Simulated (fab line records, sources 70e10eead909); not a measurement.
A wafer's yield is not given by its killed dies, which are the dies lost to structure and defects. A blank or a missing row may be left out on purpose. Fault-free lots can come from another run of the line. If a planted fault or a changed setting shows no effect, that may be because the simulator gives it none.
What tool caused it? | flow nand-harc | 24 lots with 72 wafers sampled at 6 steps, on a route of 1302 steps

## WHAT EACH GAUGE READ, for each wafer
NHARC_P_M2_CD_MEAS_09: target cd 170 nm. Usual: cd-nm 170.1 nm, standard deviation 0.6.
lot  | measured     | on        | cd-nm (nm)        | flag
L074 | day 6 10:35  | cd-sem-02 | 169.9 170.6 170.4 |
L075 | day 6 18:02  | cd-sem-01 | 170.6 170.1 170.5 |
L076 | day 7 09:28  | cd-sem-03 | 170.7 170.2 170.7 |
L077 | day 7 11:38  | cd-sem-01 | 169.8 170.7 170.8 |
L078 | day 8 05:36  | cd-sem-01 | 169.9 169.7 170.1 |
L079 | day 8 13:42  | cd-sem-03 | 170.4 170.6 170.0 |
L081 | day 9 05:50  | cd-sem-01 | 169.2 170.1 169.6 |
L080 | day 9 09:19  | cd-sem-03 | 170.0 169.4 170.1 |
L082 | day 9 15:04  | cd-sem-01 | 170.4 170.0 169.9 |
L083 | day 10 06:07 | cd-sem-03 | 169.0 169.6 170.2 |
L084 | day 10 10:37 | cd-sem-02 | 171.1 169.8 170.9 |
L085 | day 10 22:22 | cd-sem-03 | 170.5 170.8 169.9 |
L086 | day 11 07:34 | cd-sem-03 | 170.0 169.9 170.3 |
L088 | day 12 09:39 | cd-sem-03 | 170.5 170.9 169.0 |
L087 | day 12 10:05 | cd-sem-01 | 170.4 169.8 169.7 |
L089 | day 12 17:20 | cd-sem-01 | 170.3 170.3 170.4 |
L090 | day 13 04:25 | cd-sem-03 | 170.8 171.0 171.3 |
L091 | day 13 19:31 | cd-sem-01 | 170.2 171.1 170.0 |
L092 | day 13 20:08 | cd-sem-03 | 169.4 169.8 169.3 |
L093 | day 14 07:44 | cd-sem-01 | 170.0 169.5 170.2 |
L094 | day 14 19:39 | cd-sem-03 | 169.7 170.2 170.3 |
L095 | day 15 00:48 | cd-sem-02 | 168.6 169.8 169.0 |
L096 | day 15 20:07 | cd-sem-01 | 170.6 171.0 171.0 |
L097 | day 16 02:43 | cd-sem-01 | 170.6 170.2 170.6 |

NHARC_P_BONDPAD_THK_MEAS_33: measures by ellipsometry. Usual: thk-nm 199.7 nm, standard deviation 1.6.
lot  | measured     | on            | thk-nm (nm)       | flag
L074 | day 6 14:43  | film-metro-02 | 198.3 199.4 199.3 |
L075 | day 6 22:20  | film-metro-01 | 200.7 202.5 201.0 |
L076 | day 7 13:29  | film-metro-01 | 200.8 202.1 203.1 |
L077 | day 7 15:38  | film-metro-02 | 200.4 201.0 199.5 |
L078 | day 8 09:34  | film-metro-02 | 199.6 198.6 197.7 |
L079 | day 8 17:44  | film-metro-01 | 199.2 200.3 199.4 |
L081 | day 9 09:50  | film-metro-01 | 198.6 198.3 201.2 |
L080 | day 9 13:32  | film-metro-02 | 198.3 200.7 200.0 |
L082 | day 9 19:03  | film-metro-02 | 201.2 200.8 198.4 |
L083 | day 10 10:06 | film-metro-02 | 201.8 201.1 198.7 |
L084 | day 10 14:35 | film-metro-01 | 198.5 198.6 196.1 |
L085 | day 11 02:20 | film-metro-01 | 197.7 198.1 198.9 |
L086 | day 11 11:41 | film-metro-01 | 199.0 199.4 197.2 |
L088 | day 12 13:46 | film-metro-02 | 200.3 197.4 197.1 |
L087 | day 12 14:05 | film-metro-02 | 199.1 201.9 200.2 |
L089 | day 12 21:38 | film-metro-02 | 200.9 199.0 197.9 |
L090 | day 13 08:24 | film-metro-02 | 201.7 201.2 199.4 |
L091 | day 13 23:32 | film-metro-01 | 202.5 201.4 201.4 |
L092 | day 14 00:11 | film-metro-01 | 199.9 199.4 201.3 |
L093 | day 14 11:47 | film-metro-01 | 200.2 200.4 198.7 |
L094 | day 14 23:38 | film-metro-02 | 198.7 199.3 199.4 |
L095 | day 15 04:47 | film-metro-02 | 198.4 199.3 200.3 |
L096 | day 16 00:11 | film-metro-02 | 201.1 197.8 200.3 |
L097 | day 16 06:42 | film-metro-02 | 203.1 202.3 198.8 |

## TOOL THAT RAN EACH LOT (tool first, then ch and the chambers of the sampled wafers, then the start)
lot  | NHARC_P_CONTACT_CVD_23                   | NHARC_P_M0_PVD_21                       | NHARC_P_M1_PVD_20                       | NHARC_P_M2_PVD_20
L074 | cvd-w-02 ch 0,1, day 6 10:35 or earlier  | pvd-sputter-02, day 6 10:35 or earlier  | pvd-sputter-03, day 6 10:35 or earlier  | pvd-sputter-02, day 6 14:43 or earlier
L075 | cvd-w-01 ch 0,1, day 6 18:02 or earlier  | pvd-sputter-03, day 6 18:02 or earlier  | pvd-sputter-01, day 6 18:02 or earlier  | pvd-sputter-03, day 6 22:20 or earlier
L076 | cvd-w-02 ch 0,1, day 7 09:28 or earlier  | pvd-sputter-02, day 7 09:28 or earlier  | pvd-sputter-03, day 7 09:28 or earlier  | pvd-sputter-01, day 7 13:29 or earlier
L077 | cvd-w-01 ch 0,1, day 7 11:38 or earlier  | pvd-sputter-03, day 7 11:38 or earlier  | pvd-sputter-03, day 7 11:38 or earlier  | pvd-sputter-01, day 7 15:38 or earlier
L078 | cvd-w-01 ch 0,1, day 8 05:36 or earlier  | pvd-sputter-02, day 8 05:36 or earlier  | pvd-sputter-02, day 8 05:36 or earlier  | pvd-sputter-01, day 8 09:34 or earlier
L079 | cvd-w-01 ch 0,1, day 8 13:42 or earlier  | pvd-sputter-02, day 8 13:42 or earlier  | pvd-sputter-02, day 8 13:42 or earlier  | pvd-sputter-01, day 8 15:04
L081 | cvd-w-02 ch 0,1, day 9 05:50 or earlier  | pvd-sputter-02, day 9 05:50 or earlier  | pvd-sputter-02, day 9 05:50 or earlier  | pvd-sputter-03, day 9 09:50 or earlier
L080 | cvd-w-02 ch 0,1, day 9 09:19 or earlier  | pvd-sputter-03, day 9 09:19 or earlier  | pvd-sputter-01, day 9 09:19 or earlier  | pvd-sputter-01, day 9 13:32 or earlier
L082 | cvd-w-02 ch 0,1, day 9 15:04 or earlier  | pvd-sputter-02, day 9 15:04 or earlier  | pvd-sputter-02, day 9 15:04 or earlier  | pvd-sputter-02, day 9 19:03 or earlier
L083 | cvd-w-02 ch 0,1, day 10 06:07 or earlier | pvd-sputter-02, day 10 06:07 or earlier | pvd-sputter-02, day 10 06:07 or earlier | pvd-sputter-02, day 10 10:06 or earlier
L084 | cvd-w-02 ch 0,1, day 10 10:37 or earlier | pvd-sputter-01, day 10 10:37 or earlier | pvd-sputter-01, day 10 10:37 or earlier | pvd-sputter-02, day 10 14:35 or earlier
L085 | cvd-w-02 ch 0, day 10 22:22 or earlier   | pvd-sputter-02, day 10 22:22 or earlier | pvd-sputter-03, day 10 22:22 or earlier | pvd-sputter-02, day 11 02:20 or earlier
L086 | cvd-w-01 ch 0,1, day 11 07:34 or earlier | pvd-sputter-01, day 11 07:34 or earlier | pvd-sputter-02, day 11 07:34 or earlier | pvd-sputter-02, day 11 11:41 or earlier
L088 | cvd-w-02 ch 0,1, day 12 09:39 or earlier | pvd-sputter-03, day 12 09:39 or earlier | pvd-sputter-01, day 12 09:39 or earlier | pvd-sputter-03, day 12 13:46 or earlier
L087 | cvd-w-01 ch 0,1, day 12 10:05 or earlier | pvd-sputter-02, day 12 10:05 or earlier | pvd-sputter-03, day 12 10:05 or earlier | pvd-sputter-01, day 12 14:05 or earlier
L089 | cvd-w-01 ch 0,1, day 12 17:20 or earlier | pvd-sputter-03, day 12 17:20 or earlier | pvd-sputter-03, day 12 17:20 or earlier | pvd-sputter-03, day 12 21:38 or earlier
L090 | cvd-w-01 ch 0,1, day 13 04:25 or earlier | pvd-sputter-03, day 13 04:25 or earlier | pvd-sputter-03, day 13 04:25 or earlier | pvd-sputter-02, day 13 08:24 or earlier
L091 | cvd-w-02 ch 0,1, day 13 19:31 or earlier | pvd-sputter-02, day 13 19:31 or earlier | pvd-sputter-02, day 13 19:31 or earlier | pvd-sputter-01, day 13 23:32 or earlier
L092 | cvd-w-01 ch 0,1, day 13 20:08 or earlier | pvd-sputter-03, day 13 20:08 or earlier | pvd-sputter-03, day 13 20:08 or earlier | pvd-sputter-02, day 14 00:11 or earlier
L093 | cvd-w-01 ch 0,1, day 14 07:44 or earlier | pvd-sputter-01, day 14 07:44 or earlier | pvd-sputter-02, day 14 07:44 or earlier | pvd-sputter-01, day 14 11:47 or earlier
L094 | cvd-w-01 ch 0,1, day 14 16:39 or earlier | pvd-sputter-02, day 14 16:39 or earlier | pvd-sputter-03, day 14 16:39            | pvd-sputter-03, day 14 23:38 or earlier
L095 | cvd-w-02 ch 0,1, day 15 00:48 or earlier | pvd-sputter-01, day 15 00:48 or earlier | pvd-sputter-01, day 15 00:48 or earlier | pvd-sputter-02, day 15 04:47 or earlier
L096 | cvd-w-02 ch 0,1, day 15 20:07 or earlier | pvd-sputter-01, day 15 20:07 or earlier | pvd-sputter-02, day 15 20:07 or earlier | pvd-sputter-02, day 16 00:11 or earlier
L097 | cvd-w-02 ch 0,1, day 16 02:43 or earlier | pvd-sputter-02, day 16 02:43 or earlier | pvd-sputter-01, day 16 02:43 or earlier | pvd-sputter-01, day 16 06:42 or earlier
- NHARC_P_CONTACT_CVD_23: deposits W, target thk 200 nm, time 557 s.
- NHARC_P_M0_PVD_21: deposits Cu, target thk 30 nm, time 20.49 s.
- NHARC_P_M1_PVD_20: deposits TaN, target thk 5 nm, time 8.06 s.
- NHARC_P_M2_PVD_20: deposits TaN, target thk 5 nm, time 8.06 s.

## WHAT THE TOOLS THEMSELVES READ (means of the sampled wafers that have a number; where no wafer has one, the mark that the record gives instead)
NHARC_P_CONTACT_CVD_23. Usual: heater-power-w 494 W, standard deviation 25; throttle-valve-pct 8.2 %, standard deviation 0.37.
lot  | tool     | heater-power-w (W) | throttle-valve-pct (%) | flag
L074 | cvd-w-02 | 486                | 8.3                    |
L075 | cvd-w-01 | 492                | 8.3                    |
L076 | cvd-w-02 | 475                | 8.1                    |
L077 | cvd-w-01 | 488                | 8.5                    |
L078 | cvd-w-01 | 507                | 8.3                    |
L079 | cvd-w-01 | 509                | 8.3                    |
L081 | cvd-w-02 | 479                | 8.1                    |
L080 | cvd-w-02 | 483                | 8.5                    |
L082 | cvd-w-02 | 503                | 8.3                    |
L083 | cvd-w-02 | 484                | 8.3                    |
L084 | cvd-w-02 | 494                | 8.5                    |
L085 | cvd-w-02 | 505                | 8.7                    |
L086 | cvd-w-01 | 512                | 8.1                    |
L088 | cvd-w-02 | 490                | 8.4                    |
L087 | cvd-w-01 | 505                | 8.1                    |
L089 | cvd-w-01 | 519                | 8.0                    |
L090 | cvd-w-01 | 502                | 8.3                    |
L091 | cvd-w-02 | 480                | 8.0                    |
L092 | cvd-w-01 | 511                | 8.1                    |
L093 | cvd-w-01 | 513                | 8.1                    |
L094 | cvd-w-01 | 503                | 8.4                    |
L095 | cvd-w-02 | 496                | 8.4                    |
L096 | cvd-w-02 | 485                | 8.1                    |
L097 | cvd-w-02 | 477                | 8.2                    |

NHARC_P_M0_PVD_21. Usual: throttle-valve-pct 29.6 %, standard deviation 0.55.
lot  | tool           | throttle-valve-pct (%) | flag
L074 | pvd-sputter-02 | 29.7                   |
L075 | pvd-sputter-03 | 29.6                   |
L076 | pvd-sputter-02 | 29.1                   |
L077 | pvd-sputter-03 | 29.5                   |
L078 | pvd-sputter-02 | 29.6                   |
L079 | pvd-sputter-02 | 29.3                   |
L081 | pvd-sputter-02 | 29.3                   |
L080 | pvd-sputter-03 | 30.1                   |
L082 | pvd-sputter-02 | 28.9                   |
L083 | pvd-sputter-02 | 30.0                   |
L084 | pvd-sputter-01 | 29.5                   |
L085 | pvd-sputter-02 | 29.8                   |
L086 | pvd-sputter-01 | 29.8                   |
L088 | pvd-sputter-03 | 29.7                   |
L087 | pvd-sputter-02 | 29.4                   |
L089 | pvd-sputter-03 | 29.8                   |
L090 | pvd-sputter-03 | 29.4                   |
L091 | pvd-sputter-02 | 29.6                   |
L092 | pvd-sputter-03 | 29.9                   |
L093 | pvd-sputter-01 | 29.4                   |
L094 | pvd-sputter-02 | 29.8                   |
L095 | pvd-sputter-01 | 29.3                   |
L096 | pvd-sputter-01 | 29.8                   |
L097 | pvd-sputter-02 | 30.0                   |

NHARC_P_M1_PVD_20. Usual: bias-v 168.6 V, standard deviation 1.7; throttle-valve-pct 29.6 %, standard deviation 0.53.
lot  | tool           | bias-v (V) | throttle-valve-pct (%) | flag
L074 | pvd-sputter-03 | 168.9      | 30.1                   |
L075 | pvd-sputter-01 | 168.2      | 29.6                   |
L076 | pvd-sputter-03 | 170.4      | 30.0                   |
L077 | pvd-sputter-03 | 168.6      | 30.0                   |
L078 | pvd-sputter-02 | 169.0      | 29.5                   |
L079 | pvd-sputter-02 | 167.6      | 29.4                   |
L081 | pvd-sputter-02 | 167.7      | 29.8                   |
L080 | pvd-sputter-01 | 167.7      | 29.7                   |
L082 | pvd-sputter-02 | 169.1      | 29.4                   |
L083 | pvd-sputter-02 | 169.9      | 29.9                   |
L084 | pvd-sputter-01 | 167.5      | 30.3                   |
L085 | pvd-sputter-03 | 169.8      | 29.6                   |
L086 | pvd-sputter-02 | 169.8      | 29.2                   |
L088 | pvd-sputter-01 | 169.7      | 29.6                   |
L087 | pvd-sputter-03 | 169.4      | 29.5                   |
L089 | pvd-sputter-03 | 167.0      | 29.6                   |
L090 | pvd-sputter-03 | 169.3      | 29.3                   |
L091 | pvd-sputter-02 | 168.4      | 29.7                   |
L092 | pvd-sputter-03 | 170.3      | 29.9                   |
L093 | pvd-sputter-02 | 168.1      | 29.7                   |
L094 | pvd-sputter-03 | 167.7      | 29.3                   |
L095 | pvd-sputter-01 | 166.0      | 29.3                   |
L096 | pvd-sputter-02 | 169.1      | 29.7                   |
L097 | pvd-sputter-01 | 169.2      | 29.8                   |

NHARC_P_M2_PVD_20. Usual: bias-v 168.5 V, standard deviation 1.7; throttle-valve-pct 29.6 %, standard deviation 0.53.
lot  | tool           | bias-v (V) | throttle-valve-pct (%) | flag
L074 | pvd-sputter-02 | 166.1      | 29.3                   |
L075 | pvd-sputter-03 | 169.2      | 30.1                   |
L076 | pvd-sputter-01 | 167.4      | 29.6                   |
L077 | pvd-sputter-01 | 168.3      | 29.2                   |
L078 | pvd-sputter-01 | 168.3      | 29.8                   |
L079 | pvd-sputter-01 | 167.7      | 29.6                   |
L081 | pvd-sputter-03 | 170.2      | 29.6                   |
L080 | pvd-sputter-01 | 168.0      | 29.3                   |
L082 | pvd-sputter-02 | 167.4      | 29.4                   |
L083 | pvd-sputter-02 | 168.4      | 29.0                   |
L084 | pvd-sputter-02 | 169.5      | 29.8                   |
L085 | pvd-sputter-02 | 168.9      | 29.8                   |
L086 | pvd-sputter-02 | 171.0      | 29.9                   |
L088 | pvd-sputter-03 | 168.6      | 29.8                   |
L087 | pvd-sputter-01 | 168.5      | 29.4                   |
L089 | pvd-sputter-03 | 168.0      | 29.1                   |
L090 | pvd-sputter-02 | 169.6      | 29.8                   |
L091 | pvd-sputter-01 | 167.9      | 29.4                   |
L092 | pvd-sputter-02 | 168.7      | 29.8                   |
L093 | pvd-sputter-01 | 166.6      | 29.3                   |
L094 | pvd-sputter-03 | 169.7      | 29.8                   |
L095 | pvd-sputter-02 | 168.6      | 29.7                   |
L096 | pvd-sputter-02 | 169.3      | 29.7                   |
L097 | pvd-sputter-01 | 169.0      | 29.2                   |

## THE ANSWER, worked out from the rows above alone
Rule: take the mean of a lot's wafers that have a number; if it is more than 3 standard deviations from the usual mean, the lot is off. Also off: a lot with no number at a reading for which 4 or more lots have one. Any other lot the step has rows for is counted as sound. First the gauges in route order, then the tools' own readings, where a lot's mean is used as printed above. The first step at which some lot is off is used, and at that step the reading that is off furthest; a lot without a number counts as furthest.
None of the lots is off at any reading shown; this tells nothing.

## WHAT THE SIMULATOR HAD INSERTED
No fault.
